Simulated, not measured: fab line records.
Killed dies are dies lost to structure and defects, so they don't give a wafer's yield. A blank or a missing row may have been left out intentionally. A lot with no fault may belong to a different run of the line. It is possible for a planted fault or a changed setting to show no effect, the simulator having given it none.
Problem report, 8D (eight disciplines) form, completed by code -- flow n5Finfet -- the parts of the form that need people (team, actions taken, sign-off) are left out

== 1. THE PROBLEM ==
A mean of 82.1 s is read at N5_BEOL_M5_CO_CAP_78 for runLengthS, taken on 1 wafer of 1 lot, against 125.0 s (standard deviation 0.74) on wafers free of any fault. Relative to the usual mean, that is a shift of -58 standard deviations.
The step: material Co, precursor CCTBA/H2, target thk 2 nm, time 102.1 s.
First seen on wafer L587.6, day 11 07:03, on cvdCo-01. The record has a number at this step for 14 wafers belonging to 5 lots. Rule for "out", or "out of limits": more than 4 standard deviations from the usual mean. Any other wafer with a number is counted as sound.

== 2. WHAT IT IS; WHAT IT IS NOT ==
question,is,is not
which readings at this step,runLengthS,"heaterPowerOuterW, heaterPowerW"
which lots,L587,"L579, L594, L599, L601"
which wafers of those lots,L587.6,L587.1
read on which tools,cvdCo-01,cvdCo-02
when,from day 11 07:03,"up to then (4 sound wafers); but 9 sound wafers of L594, L599, L601 came after"

== 3. WHAT RULES OUT EACH SUSPECT ==
Counting: any tool at a process step up to the reading remains a suspect provided it ran every lot that is out. Sound lots after the first of them don't rule it out here, since some wafers of a struck lot are sound.
- pvdSputter-01 at N5_BEOL_M5_ANNEAL_82 (time 1800 s): kept. It ran the lot that is out, L587 (day 11 02:37).
- pvdSputter-01 at N5_BEOL_M5_SPUTTER_83 (material Cu, target thk 15 nm, time 27.62 s): kept. It ran the lot that is out, L587 (day 11 03:37).
- pvdSputter-01 at N5_BEOL_M5_ANNEAL_89 (time 1800 s): kept. It ran the lot that is out, L587 (day 11 04:47).
- rtpAnneal-01 at N5_BEOL_M5_ANNEAL_51 (time 90 s): kept. It ran the lot that is out, L587 (day 11 06:23).
- cvdCo-01 at N5_BEOL_M5_PRE_CLEAN_77 (time 15 s): kept. It processed L587, the lot that is out, at day 11 07:01, and its most recent sound lot before then was L579 at day 9 05:39.
- cvdCo-01 at N5_BEOL_M5_CO_CAP_78 (material Co, precursor CCTBA/H2, target thk 2 nm, time 102.1 s): kept. It processed L587, the lot that is out, at day 11 07:03, and its most recent sound lot before then was L579 at day 9 05:41. Out on those wafers are its own readings of runLengthS.
- Within cvdCo-01 at N5_BEOL_M5_PRE_CLEAN_77: the wafers that are out ran in chamber 2; their sound lot-mates ran in chamber 0.
- Within cvdCo-01 at N5_BEOL_M5_CO_CAP_78: the wafers that are out ran in chamber 2; their sound lot-mates ran in chamber 0.
Left after counting: pvdSputter-01 at N5_BEOL_M5_ANNEAL_82, pvdSputter-01 at N5_BEOL_M5_SPUTTER_83, pvdSputter-01 at N5_BEOL_M5_ANNEAL_89, rtpAnneal-01 at N5_BEOL_M5_ANNEAL_51, cvdCo-01 at N5_BEOL_M5_PRE_CLEAN_77, cvdCo-01 at N5_BEOL_M5_CO_CAP_78.

== 4. THE CAUSE (what the simulator had put in) ==
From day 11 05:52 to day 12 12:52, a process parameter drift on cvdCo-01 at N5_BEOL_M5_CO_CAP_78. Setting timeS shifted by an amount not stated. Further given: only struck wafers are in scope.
This tool is one of the 6 suspects left after counting.

== 5. SEQUENCE OF EFFECTS, ordered by route ==
Rows list readings where the struck wafers' mean (over those with a number) sits beyond 3 standard deviations from the usual. Scope: only readings with a usual standard deviation given in the record; hours: median across lots of the time from each lot's start at the first step in this table that gives one to its start at this step; sigmas: change in usual standard deviations.
hours,step,reading,usual,on struck wafers,change,sigmas
0,N5_BEOL_M5_CO_CAP_78,runLengthS,125.0 s,82.1,-42.9,-58
The process steps in it:
- N5_BEOL_M5_CO_CAP_78: material Co, precursor CCTBA/H2, target thk 2 nm, time 102.1 s.

== 6. WHAT WOULD HAVE CAUGHT IT SOONER ==
In this record the first reading out of limits was taken at day 11 07:03, 1 hour after the fault began at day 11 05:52.
